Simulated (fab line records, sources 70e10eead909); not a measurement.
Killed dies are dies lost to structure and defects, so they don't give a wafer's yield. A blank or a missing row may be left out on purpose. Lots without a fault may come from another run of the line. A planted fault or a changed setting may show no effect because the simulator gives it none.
A struck lot beside a sound one | flow nand_harc | 43 steps out of a route of 1159
Sound: wafers L384.1, L384.4, L384.6. Struck: wafers L391.2, L391.4, L391.5. The cause comes at the end.
At each step with rows: each side's tool, then ch and its chambers, then its first start. Under that, the readings that differ: sound wafers | struck wafers | difference of the means | sigmas: that difference in standard deviations of wafers without a fault.
alike: readings whose means differ by less than 2 such deviations, and words and numbers that are the same on both sides. not compared: withheld readings, readings that some wafer has no value for, bounds like >300 that may hide the same value, and numbers for which the record gives no deviation and whose values overlap.
The two part at a step that has a row with sigmas, a row that says differs or no value, or rows on one side only. Numbers that don't overlap but have no deviation are shown without sigmas and don't part them. A reading that every wafer of one side lacks parts them only if that side has two wafers or more.

first, 1 step without rows for these wafers: NHARC_A_CONTACT_ETCH_121 (etches the open film in C4F8/O2/Ar, time 94 s, target depth 922 nm).
NHARC_A_CONTACT_ETCH_122: etches the open film in C4F8/O2/Ar, time 95 s, target depth 930 nm.
  sound on har_cap_etch-01 ch 0,1, day 18 04:45; struck on har_cap_etch-03 ch 0,1, day 20 00:04
  alike: chamber_pressure_mTorr
  not compared: rf_hours_counter_h
then, 1 step without rows for these wafers: NHARC_A_CONTACT_ETCH_123 (etches the open film in C4F8/O2/Ar, time 253 s, target depth 1090 nm).
NHARC_A_CONTACT_ETCH_90: etches the open film in CH3F/O2, target depth 40 nm, time 85.7 s.
  sound on rie_diel-02 ch 1,2,3, day 18 05:26; struck on rie_diel-02 ch 1,3, day 20 00:45
  reading               | sound          | struck         | difference | sigmas
  oes_product_au (a.u.) | 1.00 0.99 0.99 | 0.92 0.93 0.91 | -0.07      | -2
  alike: chamber_pressure_mTorr, drypump_motor_current_A, rf_vpp_V, showerhead_plenum_p_Torr, throttle_valve_pct
  not compared: rf_hours_counter_h
then, 1 step without rows for these wafers: NHARC_A_CONTACT_ETCH_96 (etches the open film in C4F6/O2, target depth 20 nm, time 10 s).
NHARC_A_CONTACT_CD_MEAS_53:
  sound on cd_sem-02, day 18 05:43; struck on cd_sem-01, day 20 00:59
  alike: cd_nm
then, 3 steps without rows for these wafers: NHARC_A_CONTACT_STRIP_99 (strips in N2/H2); NHARC_A_CONTACT_STRIP_100 (strips in CF4/CHF3); NHARC_A_CONTACT_STRIP_101 (strips in O2/COS).
NHARC_A_CONTACT_ETCH_102: etches the open film in CF4/O2, target depth 70 nm, overetch 7 nm, time 38.5 s.
  sound on rie_diel-02 ch 1,2,3, day 18 06:03; struck on rie_diel-08 ch 0,1,3, day 20 02:09
  alike: chamber_pressure_mTorr, drypump_motor_current_A, oes_product_au, rf_vpp_V, showerhead_plenum_p_Torr, throttle_valve_pct
  not compared: rf_hours_counter_h
then, 2 steps without rows for these wafers: NHARC_A_CONTACT_STRIP_55 (strips in O2); NHARC_A_CONTACT_STRIP_56 (strips in post etch residue remover, time 600 s).
NHARC_A_CONTACT_DEP_57: deposits aC, target thk 2800 nm.
  sound on acl_dep-02 ch 0, day 18 10:19; struck on acl_dep-02 ch 0, day 20 07:25
  reading              | sound | struck               | difference                   | sigmas
  susceptor_temp_C (C) | - - - | 400.12 399.99 400.05 | no value on the sound wafers |
  alike: throttle_valve_pct
then, 11 steps without rows for these wafers: NHARC_A_CONTACT_DEP_58 (deposits SiON, target thk 60 nm); NHARC_A_CONTACT_DEHYDRATE_59 (time 120 s); NHARC_A_CONTACT_HMDS_60 (time 30 s); NHARC_A_CONTACT_COAT_61 (time 75 s); NHARC_A_CONTACT_COAT_62 (time 65 s); NHARC_A_CONTACT_COAT_63 (resist thk 90 nm); NHARC_A_CONTACT_SOFTBAKE_64 (time 55 s); NHARC_A_CONTACT_EBR_65; NHARC_A_CONTACT_EXPOSE_66 (exposes mask A CC 2); NHARC_A_CONTACT_PEB_67 (peb time 65 s); NHARC_A_CONTACT_DEVELOP_68 (develop time 35 s).
NHARC_A_CONTACT_CD_MEAS_69: target cd 200 nm.
  sound on cd_sem-03 ch 0, day 18 12:56; struck on cd_sem-03 ch 0, day 20 09:29
  alike: cd_nm
NHARC_A_CONTACT_OVL_MEAS_70:
  sound on overlay-01, day 18 13:02; struck on overlay-01, day 20 09:34
  alike: overlay_x_nm, overlay_y_nm
NHARC_A_CONTACT_INSPECT_71:
  sound on defect_inspect-02, day 18 13:04; struck on defect_inspect-01, day 20 09:37
  alike: raw_defect_count
then, 3 steps without rows for these wafers: NHARC_A_CONTACT_DESCUM_74 (chemistry O2, time 3 s); NHARC_A_CONTACT_ETCH_75 (etches the open film in CF4, target depth 39 nm, time 65 s); NHARC_A_CONTACT_ETCH_76 (etches the open film in N2/H2, target depth 260 nm, time 475.3 s).
NHARC_A_CONTACT_ETCH_77: etches the open film in CF4/CHF3, target depth 72.6 nm, time 36.3 s.
  sound on rie_diel-08 ch 0,2,3; struck on rie_diel-02 ch 1,2,3, day 20 10:13
  alike: chamber_pressure_mTorr, drypump_motor_current_A, oes_product_au, rf_vpp_V, showerhead_plenum_p_Torr, throttle_valve_pct
  not compared: rf_hours_counter_h
then, 10 steps without rows for these wafers: NHARC_A_CONTACT_ETCH_78 (etches the open film in O2/COS, target depth 2800 nm, time 728 s); NHARC_A_CONTACT_ETCH_124 (etches the open film in C4F8/O2/Ar, time 140 s, target depth 700 nm); NHARC_A_CONTACT_ETCH_125 (etches the open film in C4F8/O2/Ar, time 155 s, target depth 956 nm); NHARC_A_CONTACT_ETCH_126 (etches the open film in C4F8/O2/Ar, time 155 s, target depth 956 nm); NHARC_A_CONTACT_ETCH_127 (etches the open film in C4F8/O2/Ar, time 155 s, target depth 956 nm); NHARC_A_CONTACT_ETCH_128 (etches the open film in C4F8/O2/Ar, time 155 s, target depth 956 nm); NHARC_A_CONTACT_ETCH_129 (etches the open film in C4F8/O2/Ar, time 155 s, target depth 956 nm); NHARC_A_CONTACT_ETCH_130 (etches the open film in C4F8/O2/Ar, time 155 s, target depth 956 nm); NHARC_A_CONTACT_ETCH_131 (etches the open film in C4F8/O2/Ar, time 155 s, target depth 956 nm); NHARC_A_CONTACT_ETCH_132 (etches the open film in C4F8/O2/Ar, time 156 s, target depth 958 nm).
NHARC_A_CONTACT_ETCH_133: etches the open film in C4F8/O2/Ar, time 195 s, target depth 840 nm.
  sound on har_cap_etch-02 ch 0,1, day 18 15:38; struck on har_cap_etch-02 ch 1, day 20 12:08
  alike: chamber_pressure_mTorr
  not compared: rf_hours_counter_h
-- the record jumps here: 3 days lie between the struck wafers' starts before and after (it left off in module A_CONTACT and takes up again in module END, whose first step shown is number 1159 of the route) --
NHARC_END_SORT_01:
  the record has rows for the struck wafers here (prober-01 ch 0, day 23 02:48) and none for the sound ones

WHERE THEY PART
First at NHARC_A_CONTACT_ETCH_90; last, within this record, at NHARC_END_SORT_01.

WHY: what the simulator had put in
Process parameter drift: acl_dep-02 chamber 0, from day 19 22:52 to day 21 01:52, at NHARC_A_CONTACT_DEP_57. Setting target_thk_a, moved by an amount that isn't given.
